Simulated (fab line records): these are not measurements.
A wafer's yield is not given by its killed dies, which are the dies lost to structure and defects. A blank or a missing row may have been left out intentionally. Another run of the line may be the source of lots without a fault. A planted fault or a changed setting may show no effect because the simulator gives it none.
fab line records    flow nand-harc    part 1 of 2: steps 1 to 14 of 21
record: lots: 5  wafers: 15  last-day: 23
route steps=1159 shown A_CHANNEL_HOLE_D1@461
lots that met no fault: from a run of the same line without faults
start-h: hours from the record's first day to the start of the lot's first wafer shown    wait-h: hours since the lot's step before    " repeats the value in the row above    L1.1+2: a row that stands for several wafers    - no value, or no start was given    * or withheld: withheld    < > ~ a bound
route shown NAME@n: a module of which the file shows steps, and the number in the route of the first    usual: average and standard deviation across the fault-free wafers    same: alike in all rows    chamber/n: place in a boat    sites: each site's reading    _std_site: their standard deviation    _edge_site: outer sites' mean less inner sites'    radius-mm: how far each site lies from the wafer's centre    mask NAME#n: copy n    behind: tool/chamber where the wafer was last shaped    hold: cause of the lot's hold/its duration in hours/its outcome    device: names the non-switching transistor (n, p or np)    end of line: tests run on the same wafers once the route is complete    a step without rows: its recipe alone    killed: dies that structure and defects cost at the first sort, which is not the same as the wafer's yield    map: per-die view of a wafer (x killed, . not killed, _ where there is no die)
set.NAME: the setting that was run; set.NAME@STEP: the one run at that earlier step    model.NAME: the simulator's own value behind a step, which no gauge read
a table for each step, a row for each wafer; lots at some steps of the route
services: when a tool's chamber went out of use (start-h, in hours from the record's first day, below 0 if earlier), for how many hours, and the reason
== steps ==
step: NHARC_A_CHANNEL_HOLE_D1_DEVELOP_09
recipe: develop-time-s: 35  dev-temp-c: 23
lot.wafer   tool            chamber  start-h  wait-h
L075.1+4+5  litho-track-06  0        -        -
L077.1+3+6  litho-track-04  0        -        -
L079.3+4+6  litho-track-06  0        -        -
L084.3+4+6  litho-track-04  0        -        -
L094.2+4+5  litho-track-04  0        -        -
step: NHARC_A_CHANNEL_HOLE_D1_CD_MEAS_10
recipe: target-cd-nm: 100  landing-energy-ev: 500
usual: cd-nm: 99.9/0.49
lot.wafer  tool       chamber  start-h  wait-h  cd-nm
L075.1     cd-sem-02  0        174.72   -       99.7
L075.4     "          0        "        "       99.4
L075.5     "          0        "        "       99.7
L077.1     cd-sem-02  0        182.11   -       100.3
L077.3     "          0        "        "       99.9
L077.6     "          0        "        "       100.3
L079.3     cd-sem-01  0        202.82   -       99.7
L079.4     "          0        "        "       99.9
L079.6     "          0        "        "       99.1
L084.3     cd-sem-01  0        234.99   -       100.2
L084.4     "          0        "        "       99.3
L084.6     "          0        "        "       99.7
L094.2     cd-sem-03  0        292.39   -       100.3
L094.4     "          0        "        "       99.9
L094.5     "          0        "        "       100.3
step: NHARC_A_CHANNEL_HOLE_D1_OVL_MEAS_11
usual: overlay-x-nm: -0.1/0.73  overlay-y-nm: -0.1/0.88
lot.wafer  tool        chamber  start-h  wait-h  overlay-x-nm  overlay-y-nm
L075.1     overlay-02  -        174.81   -       0.0           0.1
L075.4     "           -        "        "       0.4           -0.2
L075.5     "           -        "        "       0.2           -0.1
L077.1     overlay-02  -        182.20   -       -0.3          -1.4
L077.3     "           -        "        "       -0.3          -1.0
L077.6     "           -        "        "       -1.3          -1.1
L079.3     overlay-01  -        202.91   -       0.2           -0.1
L079.4     "           -        "        "       0.5           0.2
L079.6     "           -        "        "       0.2           0.1
L084.3     overlay-01  -        235.07   -       0.5           -0.6
L084.4     "           -        "        "       0.6           -0.9
L084.6     "           -        "        "       0.1           -0.5
L094.2     overlay-02  -        292.48   -       0.7           -0.4
L094.4     "           -        "        "       0.8           -0.8
L094.5     "           -        "        "       0.9           -0.4
step: NHARC_A_CHANNEL_HOLE_D1_INSPECT_12
usual: raw-defect-count: 5.5/2.5
lot.wafer  tool               chamber  start-h  wait-h  raw-defect-count
L075.1     defect-inspect-01  -        174.85   0.0     3
L075.4     "                  -        "        "       9
L075.5     "                  -        "        "       6
L077.1     defect-inspect-01  -        182.23   0.0     8
L077.3     "                  -        "        "       5
L077.6     "                  -        "        "       2
L079.3     defect-inspect-02  -        202.94   0.0     3
L079.4     "                  -        "        "       11
L079.6     "                  -        "        "       6
L084.3     defect-inspect-01  -        235.11   0.0     7
L084.4     "                  -        "        "       5
L084.6     "                  -        "        "       7
L094.2     defect-inspect-02  -        292.52   0.0     3
L094.4     "                  -        "        "       3
L094.5     "                  -        "        "       9
step: NHARC_A_CHANNEL_HOLE_D1_DESCUM_15
recipe: time-s: 3  o2-flow-sccm: 200  ar-flow-sccm: 0  bias-power-w: 0  chemistry: O2
usual: drypump-motor-current-A: 5.6/0.46  mfc-ar-sccm: 0.010/0.01  oes-product-au: 0.994/0.011  rf-vpp-V: 57.8/0.89  showerhead-plenum-p-Torr: 1.92/0.097  throttle-valve-pct: 11.311/0.0073
same: bias-power-w: 0
lot.wafer  tool         chamber  start-h  wait-h  drypump-motor-current-A  mfc-ar-sccm  oes-product-au  rf-hours-counter-h  rf-vpp-V  showerhead-plenum-p-Torr  throttle-valve-pct
L075.1     rie-diel-13  2        174.91   0.1     5.9                      0.011        0.979           5                   58.6      2.06                      11.306
L075.4     "            3        "        "       5.8                      0            0.991           5                   55.7      1.81                      11.312
L075.5     "            3        "        "       5.8                      0            0.992           -                   56.6      1.81                      11.309
L077.3     rie-diel-09  2        182.31   0.1     5.2                      0            1.003           7                   59.5      2.01                      11.306
L077.1     "            3        "        "       5.5                      0            1.002           8                   58.2      1.84                      11.309
L077.6     "            1        "        "       6.4                      0            0.986           -                   58.9      2.02                      11.317
L079.3     rie-diel-11  3        203.00   0.1     5.7                      0.009        0.981           1                   55.8      1.85                      11.309
L079.4     "            2        "        "       5.4                      0.021        0.994           1                   56.7      1.82                      11.306
L079.6     "            3        "        "       5.8                      0.009        0.980           -                   56.7      1.85                      11.319
L084.4     rie-diel-11  0        235.19   0.1     5.0                      0.028        1.001           2                   58.2      2.04                      11.304
L084.3     "            1        "        "       4.9                      0            0.992           3                   57.2      1.81                      11.317
L084.6     "            2        "        "       5.4                      0.021        0.990           -                   58.2      1.82                      11.311
L094.4     rie-diel-11  3        292.59   0.1     5.8                      0.009        1.005           7                   56.8      1.85                      11.295
L094.2     "            0        "        "       5.0                      0.028        1.009           5                   58.7      2.04                      11.312
L094.5     "            2        "        "       5.4                      0.021        1.006           -                   56.4      1.82                      11.312
step: NHARC_A_CHANNEL_HOLE_D1_ETCH_38
recipe: target-depth-a: 390  over-etch-frac: 0.3  time-s: 65  ion-energy-ev: 80  cf4-flow-sccm: 150  ar-flow-sccm: 0  rf-w: 300  bias-w: 100  chemistry: CF4
usual: cf4-flow-sccm: 150.0/0.43  drypump-motor-current-A: 5.5/0.44  mfc-ar-sccm: 0.010/0.01  oes-product-au: 0.996/0.011  rf-fwd-power-W: 297.4/1.1  rf-vpp-V: 151.2/1.4  showerhead-plenum-p-Torr: 1.77/0.082  throttle-valve-pct: 13.284/0.0095
lot.wafer  tool         chamber  start-h  wait-h  cf4-flow-sccm  drypump-motor-current-A  mfc-ar-sccm  oes-product-au  rf-fwd-power-W  rf-hours-counter-h  rf-vpp-V  showerhead-plenum-p-Torr  throttle-valve-pct
L075.1     rie-diel-13  3        175.01   0.1     149.3          5.8                      0            0.995           297.0           5                   150.4     1.68                      13.275
L075.4     "            0        "        "       150.3          5.4                      0.007        1.015           297.7           6                   150.3     1.84                      13.297
L075.5     "            2        "        "       150.2          5.9                      0.011        0.982           298.7           -                   153.1     1.89                      13.290
L077.3     rie-diel-09  3        182.39   0.1     150.2          5.6                      0            1.004           296.0           8                   149.7     1.71                      13.277
L077.1     "            0        "        "       150.2          6.3                      0.021        1.001           296.4           8                   151.2     1.70                      13.288
L077.6     "            3        "        "       149.8          5.6                      0            0.999           295.5           -                   152.1     1.71                      13.286
L079.4     rie-diel-11  3        203.09   0.1     149.9          5.7                      0.009        0.999           297.3           1                   150.2     1.71                      13.281
L079.3     "            0        "        "       150.4          5.0                      0.028        1.005           298.0           1                   152.6     1.88                      13.278
L079.6     "            3        "        "       150.0          5.8                      0.009        0.990           297.7           -                   151.2     1.71                      13.277
L084.3     rie-diel-11  1        235.25   0.1     150.6          4.9                      0            0.988           297.5           3                   149.0     1.68                      13.289
L084.4     "            0        "        "       149.7          5.0                      0.028        1.012           295.6           2                   153.5     1.88                      13.274
L084.6     "            1        "        "       150.0          4.9                      0            0.989           298.3           -                   150.2     1.68                      13.285
L094.4     rie-diel-11  2        292.68   0.1     150.1          5.4                      0.021        1.005           297.2           7                   150.8     1.69                      13.287
L094.2     "            3        "        "       150.2          5.8                      0.009        1.004           298.1           7                   148.5     1.71                      13.266
L094.5     "            1        "        "       150.1          4.9                      0            0.991           296.8           -                   149.2     1.68                      13.292
step: NHARC_A_CHANNEL_HOLE_D1_ETCH_39
recipe: target-depth-a: 2600  over-etch-frac: 0.3  time-s: 325  ion-energy-ev: 200  n2-flow-sccm: 150  h2-flow-sccm: 150  ar-flow-sccm: 0  rf-w: 400  bias-w: 150  chemistry: N2/H2
usual: drypump-motor-current-A: 5.6/0.45  mfc-ar-sccm: 0.010/0.01  oes-product-au: 0.993/0.01  rf-fwd-power-W: 399.1/1.2  rf-vpp-V: 430/3.1  showerhead-plenum-p-Torr: 2.04/0.11  throttle-valve-pct: 14.170/0.0079
lot.wafer  tool         chamber  start-h  wait-h  drypump-motor-current-A  mfc-ar-sccm  oes-product-au  rf-fwd-power-W  rf-hours-counter-h  rf-vpp-V  showerhead-plenum-p-Torr  throttle-valve-pct
L075.4     rie-diel-13  3        -        -       5.9                      0            1.005           398.8           5                   427       1.92                      14.166
L075.1     "            1        "        "       5.2                      0.024        1.000           397.9           6                   432       2.03                      14.158
L075.5     "            2        "        "       5.9                      0.011        0.986           401.1           -                   434       2.20                      14.184
L077.3     rie-diel-09  3        -        -       5.5                      0            1.004           401.7           8                   429       1.96                      14.169
L077.1     "            0        "        "       6.4                      0.021        0.993           398.6           8                   429       1.95                      14.167
L077.6     "            3        "        "       5.6                      0            0.999           398.8           -                   428       1.96                      14.167
L079.4     rie-diel-11  1        -        -       4.9                      0            0.984           400.1           1                   428       1.93                      14.178
L079.3     "            2        "        "       5.4                      0.021        0.987           400.8           1                   428       1.94                      14.171
L079.6     "            0        "        "       5.0                      0.028        1.000           399.0           -                   435       2.18                      14.161
L084.4     rie-diel-11  3        -        -       5.8                      0.009        0.992           400.6           3                   429       1.97                      14.182
L084.3     "            1        "        "       4.9                      0            0.986           400.8           3                   427       1.93                      14.163
L084.6     "            3        "        "       5.7                      0.009        0.998           398.9           -                   428       1.97                      14.180
L094.2     rie-diel-11  2        -        -       5.4                      0.021        1.015           398.7           7                   427       1.93                      14.197
L094.4     "            1        "        "       4.9                      0            0.999           398.5           7                   426       1.93                      14.160
L094.5     "            3        "        "       5.8                      0.009        1.006           400.2           -                   428       1.97                      14.173
step: NHARC_A_CHANNEL_HOLE_D1_ETCH_34
recipe: target-depth-a: 1540  time-s: 77  cf4-flow-sccm: 100  chf3-flow-sccm: 30  ar-flow-sccm: 0  rf-w: 500  bias-w: 200  chemistry: CF4/CHF3
usual: cf4-flow-sccm: 100.00/0.3  drypump-motor-current-A: 5.5/0.46  mfc-ar-sccm: 0.010/0.01  oes-product-au: 0.944/0.026  rf-fwd-power-W: 496.4/1.7  rf-vpp-V: 370.7/2.6  showerhead-plenum-p-Torr: 1.58/0.075  throttle-valve-pct: 16.803/0.0093
lot.wafer  tool         chamber  start-h  wait-h  cf4-flow-sccm  drypump-motor-current-A  mfc-ar-sccm  oes-product-au  rf-fwd-power-W  rf-hours-counter-h  rf-vpp-V  showerhead-plenum-p-Torr  throttle-valve-pct
L075.1     rie-diel-13  3        -        -       99.88          5.8                      0            0.929           496.4           5                   367.9     1.49                      16.804
L075.4     "            2        "        "       99.86          5.9                      0.011        0.895           499.0           5                   373.5     1.69                      16.803
L075.5     "            3        "        "       100.28         5.9                      0            0.926           498.0           -                   367.5     1.49                      16.788
L077.3     rie-diel-09  1        -        -       100.25         6.4                      0            0.905           499.2           7                   373.6     1.66                      16.801
L077.1     "            2        "        "       99.88          5.2                      0            0.911           494.8           7                   373.6     1.65                      16.810
L077.6     "            0        "        "       99.99          6.3                      0.021        0.931           494.6           -                   367.9     1.51                      16.805
L079.4     rie-diel-11  1        -        -       99.50          4.9                      0            0.957           494.9           1                   366.4     1.50                      16.798
L079.3     "            3        "        "       99.69          5.8                      0.009        0.951           497.7           1                   368.8     1.52                      16.807
L079.6     "            0        "        "       100.57         5.0                      0.028        0.958           494.1           -                   374.3     1.67                      16.802
L084.3     rie-diel-11  3        -        -       100.27         5.7                      0.009        0.957           493.3           3                   371.0     1.52                      16.814
L084.4     "            1        "        "       99.95          4.9                      0            0.979           497.0           3                   367.0     1.49                      16.796
L084.6     "            3        "        "       100.62         5.8                      0.009        0.949           495.2           -                   369.2     1.52                      16.813
L094.4     rie-diel-11  2        -        -       99.75          5.4                      0.021        0.926           493.9           7                   368.3     1.50                      16.807
L094.2     "            3        "        "       99.74          5.8                      0.009        0.926           499.7           7                   368.7     1.52                      16.799
L094.5     "            0        "        "       99.82          5.0                      0.028        0.929           496.5           -                   375.3     1.67                      16.812
step: NHARC_A_CHANNEL_HOLE_D1_ETCH_16
recipe: target-depth-a: 31000  over-etch-frac: 0.3  time-s: 806  ion-energy-ev: 150  o2-flow-sccm: 400  cos-flow-sccm: 20  ar-flow-sccm: 0  rf-w: 500  bias-w: 300  chemistry: O2/COS
usual: drypump-motor-current-A: 5.5/0.44  mfc-ar-sccm: 0.009/0.01  oes-product-au: 0.996/0.0095  rf-fwd-power-W: 499.5/1.6  rf-vpp-V: 314.1/2.2  showerhead-plenum-p-Torr: 3.12/0.15  throttle-valve-pct: 28.330/0.0095
lot.wafer  tool         chamber  start-h  wait-h  drypump-motor-current-A  mfc-ar-sccm  oes-product-au  rf-fwd-power-W  rf-hours-counter-h  rf-vpp-V  showerhead-plenum-p-Torr  throttle-valve-pct
L075.4     rie-diel-13  0        -        -       5.4                      0.007        1.007           498.4           7                   316.7     3.24                      28.328
L075.1     "            1        "        "       5.2                      0.024        0.996           497.1           6                   313.1     3.11                      28.341
L075.5     "            3        "        "       5.9                      0            0.996           499.9           -                   312.5     2.96                      28.337
L077.3     rie-diel-09  1        -        -       6.4                      0            0.979           499.7           8                   314.8     3.29                      28.329
L077.1     "            3        "        "       5.6                      0            0.991           497.9           8                   311.3     3.02                      28.347
L077.6     "            2        "        "       5.2                      0            0.996           502.9           -                   316.5     3.27                      28.335
L079.3     rie-diel-11  1        -        -       4.9                      0            0.999           500.5           1                   314.4     2.97                      28.324
L079.4     "            0        "        "       5.0                      0.028        1.001           499.3           1                   317.4     3.31                      28.321
L079.6     "            1        "        "       4.9                      0            1.006           498.2           -                   312.1     2.97                      28.336
L084.4     rie-diel-11  3        -        -       5.8                      0.009        0.989           502.8           3                   312.4     3.02                      28.334
L084.3     "            0        "        "       5.0                      0.028        1.006           501.3           2                   316.4     3.31                      28.329
L084.6     "            3        "        "       5.8                      0.009        0.990           501.1           -                   312.5     3.02                      28.328
L094.4     rie-diel-11  1        -        -       4.9                      0            0.991           498.5           7                   312.4     2.96                      28.315
L094.2     "            3        "        "       5.8                      0.009        0.997           499.1           7                   312.5     3.02                      28.324
L094.5     "            1        "        "       4.9                      0            1.002           499.8           -                   311.8     2.96                      28.320
step: NHARC_A_CHANNEL_HOLE_D1_CD_MEAS_18
usual: cd-nm: 98.5/2.2
lot.wafer  tool       chamber  start-h  wait-h  cd-nm
L075.1     cd-sem-03  -        176.01   -       96.0
L075.4     "          -        "        "       99.3
L075.5     "          -        "        "       99.6
L077.1     cd-sem-01  -        183.40   -       97.4
L077.3     "          -        "        "       100.6
L077.6     "          -        "        "       100.4
L079.3     cd-sem-03  -        204.11   -       99.5
L079.4     "          -        "        "       101.1
L079.6     "          -        "        "       97.5
L084.3     cd-sem-01  -        236.28   -       101.7
L084.4     "          -        "        "       99.7
L084.6     "          -        "        "       99.2
L094.2     cd-sem-01  -        293.68   -       97.4
L094.4     "          -        "        "       99.2
L094.5     "          -        "        "       100.1
step: NHARC_A_CHANNEL_HOLE_D1_ETCH_19
recipe: bias-v: 1200  source-w: 2500  pressure-mtorr: 15  time-s: 34.5  ar-flow-sccm: 375  c4f8-flow-sccm: 28.8  o2-flow-sccm: 96.2  temp-c: -20  target-depth-a: *  chemistry: C4F8/O2/Ar
usual: bias-v: 1198/12  drypump-motor-current-A: 5.7/0.45  mfc-ar-sccm: 375.1/1.2  rf-fwd-power-W: 2440/7.3  showerhead-plenum-p-Torr: 3.71/0.077  throttle-valve-pct: 37.038/0.0095
lot.wafer  tool         chamber  start-h  wait-h  bias-v  drypump-motor-current-A  mfc-ar-sccm  rf-fwd-power-W  rf-hours-counter-h  showerhead-plenum-p-Torr  throttle-valve-pct
L075.1     har-etch-02  1        176.12   0.1     1194    6.2                      374.6        2444            100                 3.81                      37.046
L075.4     "            0        "        "       1188    5.0                      375.8        2425            -                   3.61                      37.029
L075.5     "            1        "        "       1212    6.2                      375.3        2441            -                   3.81                      37.047
L077.1     har-etch-02  0        183.48   0.1     1203    5.0                      374.6        2434            104                 3.61                      37.040
L077.3     "            1        "        "       1208    6.2                      376.1        2438            -                   3.81                      37.037
L077.6     "            1        "        "       1195    6.2                      377.0        2443            -                   3.81                      37.035
L079.3     har-etch-01  0        206.90   2.8     1204    5.8                      374.3        2438            -                   3.77                      37.029
L079.4     "            1        "        "       1178    5.9                      376.3        2432            -                   3.70                      37.041
L079.6     "            0        "        "       1184    5.8                      374.2        2453            -                   3.77                      37.048
L084.3     har-etch-01  0        236.39   0.1     1180    5.8                      375.6        2439            -                   3.77                      37.022
L084.4     "            1        "        "       1203    5.9                      374.5        2442            -                   3.70                      37.051
L084.6     "            1        "        "       1202    5.9                      375.6        2439            -                   3.70                      37.049
L094.2     har-etch-01  0        293.78   0.1     1214    5.8                      375.4        2437            232                 3.75                      37.035
L094.4     "            1        "        "       1193    5.9                      376.3        2449            -                   3.68                      37.037
L094.5     "            0        "        "       1191    5.8                      374.3        2451            -                   3.75                      37.034
step: NHARC_A_CHANNEL_HOLE_D1_ETCH_20
recipe: bias-v: 3000  source-w: withheld  pressure-mtorr: 20  time-s: 361.9  ar-flow-sccm: 375  c4f8-flow-sccm: 89.3  o2-flow-sccm: 35.7  temp-c: -20  target-depth-a: 16000  chemistry: C4F8/O2/Ar
usual: drypump-motor-current-A: 5.7/0.45  mfc-ar-sccm: 375.1/1.2  showerhead-plenum-p-Torr: 3.67/0.074  throttle-valve-pct: 32.155/0.0098
lot.wafer  tool         chamber  start-h  wait-h  drypump-motor-current-A  mfc-ar-sccm  rf-hours-counter-h  showerhead-plenum-p-Torr  throttle-valve-pct
L075.1     har-etch-02  1        176.26   0.1     6.2                      374.4        101                 3.76                      32.152
L075.4     "            0        "        "       5.0                      373.7        -                   3.57                      32.170
L075.5     "            1        "        "       6.3                      374.1        -                   3.76                      32.155
L077.1     har-etch-02  0        183.59   0.1     5.0                      373.2        104                 3.57                      32.140
L077.3     "            1        "        "       6.2                      377.8        -                   3.76                      32.150
L077.6     "            1        "        "       6.2                      374.8        -                   3.76                      32.145
L079.3     har-etch-01  0        207.08   0.2     5.8                      377.6        -                   3.73                      32.154
L079.4     "            1        "        "       5.9                      374.0        -                   3.66                      32.166
L079.6     "            0        "        "       5.8                      377.8        -                   3.73                      32.177
L084.3     har-etch-01  0        236.57   0.2     5.8                      374.1        -                   3.72                      32.173
L084.4     "            1        "        "       5.9                      374.7        -                   3.66                      32.152
L084.6     "            1        "        "       5.9                      375.0        -                   3.66                      32.143
L094.2     har-etch-01  0        293.93   0.1     5.8                      375.0        232                 3.71                      32.159
L094.4     "            1        "        "       5.9                      374.4        -                   3.64                      32.151
L094.5     "            0        "        "       5.8                      375.8        -                   3.71                      32.157
step: NHARC_A_CHANNEL_HOLE_D1_ETCH_21
recipe: bias-v: 3000  source-w: withheld  pressure-mtorr: 20  time-s: 514.3  ar-flow-sccm: 375  c4f8-flow-sccm: 89.3  o2-flow-sccm: 35.7  temp-c: -20  target-depth-a: 16000  chemistry: C4F8/O2/Ar
usual: drypump-motor-current-A: 5.7/0.45  mfc-ar-sccm: 374.8/1.2  showerhead-plenum-p-Torr: 3.67/0.074  throttle-valve-pct: 32.155/0.0092
lot.wafer  tool         chamber  start-h  wait-h  drypump-motor-current-A  mfc-ar-sccm  rf-hours-counter-h  showerhead-plenum-p-Torr  throttle-valve-pct
L075.1     har-etch-02  1        176.60   0.3     6.2                      375.8        101                 3.76                      32.160
L075.4     "            0        "        "       5.0                      375.4        -                   3.57                      32.164
L075.5     "            1        "        "       6.2                      375.1        -                   3.76                      32.161
L077.1     har-etch-02  0        183.90   0.3     5.0                      371.8        105                 3.57                      32.168
L077.3     "            1        "        "       6.2                      374.3        -                   3.76                      32.137
L077.6     "            1        "        "       6.2                      376.3        -                   3.76                      32.152
L079.3     har-etch-01  0        207.44   0.3     5.8                      374.8        -                   3.73                      32.147
L079.4     "            1        "        "       5.9                      375.8        -                   3.66                      32.147
L079.6     "            0        "        "       5.8                      376.1        -                   3.73                      32.155
L084.3     har-etch-01  0        236.92   0.3     5.8                      374.9        -                   3.72                      32.148
L084.4     "            1        "        "       5.9                      374.8        -                   3.66                      32.151
L084.6     "            1        "        "       5.9                      374.5        -                   3.66                      32.148
L094.2     har-etch-01  0        294.26   0.3     5.8                      374.0        233                 3.71                      32.153
L094.4     "            1        "        "       5.9                      373.3        -                   3.64                      32.152
L094.5     "            0        "        "       5.8                      375.8        -                   3.71                      32.141
step: NHARC_A_CHANNEL_HOLE_D1_ETCH_22
recipe: bias-v: 3000  source-w: withheld  pressure-mtorr: 20  time-s: 666.7  ar-flow-sccm: 375  c4f8-flow-sccm: 89.3  o2-flow-sccm: 35.7  temp-c: -20  target-depth-a: 16000  chemistry: C4F8/O2/Ar
usual: drypump-motor-current-A: 5.7/0.45  mfc-ar-sccm: 375.1/0.95  showerhead-plenum-p-Torr: 3.67/0.074  throttle-valve-pct: 32.154/0.0088
lot.wafer  tool         chamber  start-h  wait-h  drypump-motor-current-A  mfc-ar-sccm  rf-hours-counter-h  showerhead-plenum-p-Torr  throttle-valve-pct
L075.1     har-etch-02  1        177.07   0.4     6.2                      376.6        101                 3.76                      32.151
L075.4     "            0        "        "       5.0                      374.8        -                   3.57                      32.152
L075.5     "            1        "        "       6.2                      374.8        -                   3.76                      32.145
L077.1     har-etch-02  0        184.34   0.4     5.0                      374.3        105                 3.57                      32.146
L077.3     "            1        "        "       6.2                      376.1        -                   3.76                      32.154
L077.6     "            1        "        "       6.2                      374.3        -                   3.76                      32.146
L079.3     har-etch-01  0        207.93   0.4     5.8                      375.2        -                   3.73                      32.163
L079.4     "            1        "        "       5.9                      375.8        -                   3.66                      32.164
L079.6     "            0        "        "       5.8                      375.0        -                   3.73                      32.142
L084.3     har-etch-01  0        237.40   0.4     5.8                      376.0        -                   3.72                      32.170
L084.4     "            1        "        "       5.9                      374.9        -                   3.66                      32.159
L084.6     "            1        "        "       5.9                      376.0        -                   3.66                      32.158
L094.2     har-etch-01  0        294.73   0.4     5.8                      375.8        233                 3.71                      32.147
L094.4     "            1        "        "       5.9                      376.2        -                   3.64                      32.170
L094.5     "            0        "        "       5.9                      373.8        -                   3.71                      32.149
